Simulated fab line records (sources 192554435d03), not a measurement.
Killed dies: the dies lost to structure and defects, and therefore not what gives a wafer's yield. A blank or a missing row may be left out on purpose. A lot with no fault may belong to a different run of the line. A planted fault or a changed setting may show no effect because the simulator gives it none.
Chamber matching -- flow n5_finfet -- 4 sister chambers for N5_BEOL_M13_CMP_49 on cmp-04
The step polishes, stops on SiOC, t overpolish 17.1 s, target thk 420 nm. 20 wafers are shown with their chamber, then 10 later ones without.

== WAFERS PAIRED WITH THEIR CHAMBERS ==
wafer,chamber,motor_current_A (A),barrier_field_endpoint_s (s),overpolish_run_s (s)
L074.1,1,6.5,31.9,17.097
L074.3,3,5.1,32.5,17.109
L074.6,3,5.1,32.6,17.098
L075.1,3,4.9,31.3,17.102
L075.4,0,4.7,31.4,17.113
L075.5,0,5.1,31.5,17.093
L078.1,2,7.0,31.2,17.096
L078.2,3,5.2,32.7,17.088
L078.6,3,5.0,32.4,17.100
L081.1,1,6.6,29.9,17.108
L081.3,0,5.0,30.6,17.111
L081.6,0,4.6,30.0,17.091
L082.2,2,7.2,30.2,17.089
L082.3,3,4.8,31.3,17.112
L082.6,0,5.0,30.8,17.107
L085.2,1,6.8,30.8,17.094
L085.5,3,4.8,31.7,17.085
L085.6,0,4.9,31.7,17.103
L086.1,1,6.6,30.0,17.109
L086.2,0,5.1,31.0,17.105

SIGNATURES (averages over the wafers above)
reading,chamber 0,chamber 1,chamber 2,chamber 3,scatter within a chamber
motor_current_A,4.914,6.625,7.100,4.986,0.167
barrier_field_endpoint_s,31.000,30.650,30.700,32.071,0.683
overpolish_run_s,17.10329,17.10200,17.09250,17.09914,0.00874
Rule: distance of a wafer from a chamber = root of the sum over the readings of ((wafer's reading minus chamber's mean) / reading's scatter) squared. If the next closest chamber is less than 2 further off than the closest, the wafer can't be placed; otherwise it belongs to the closest. The scatter is the square root of a quotient: the sum, over the shown wafers, of each reading's squared deviation from its chamber's mean, divided by wafers minus chambers.

== WAFERS MISSING THEIR CHAMBER ==
wafer,motor_current_A (A),barrier_field_endpoint_s (s),overpolish_run_s (s)
L086.5,6.6,30.6,17.094
L089.2,6.5,30.4,17.104
L089.4,6.8,31.2,17.085
L089.6,4.9,32.2,17.104
L090.1,6.9,30.7,17.100
L090.2,4.8,29.9,17.098
L090.6,5.1,31.4,17.093
L092.1,4.9,31.1,17.095
L092.2,6.6,29.9,17.090
L092.4,5.0,31.5,17.103

== EACH ONE'S CHAMBER ==
wafer,from the rows above,in truth
L086.5,1,1
L089.2,1,1
L089.4,can't be placed: 2 or 1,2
L089.6,can't be placed: 3 or 0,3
L090.1,can't be placed: 2 or 1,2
L090.2,can't be placed: 0 or 3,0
L090.6,can't be placed: 3 or 0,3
L092.1,can't be placed: 0 or 3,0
L092.2,can't be placed: 1 or 2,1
L092.4,can't be placed: 0 or 3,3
2 of 10 placed correctly. Cannot be placed on the basis of these rows: 8; the candidates contain the true chamber in 8. 0 placed wrongly.
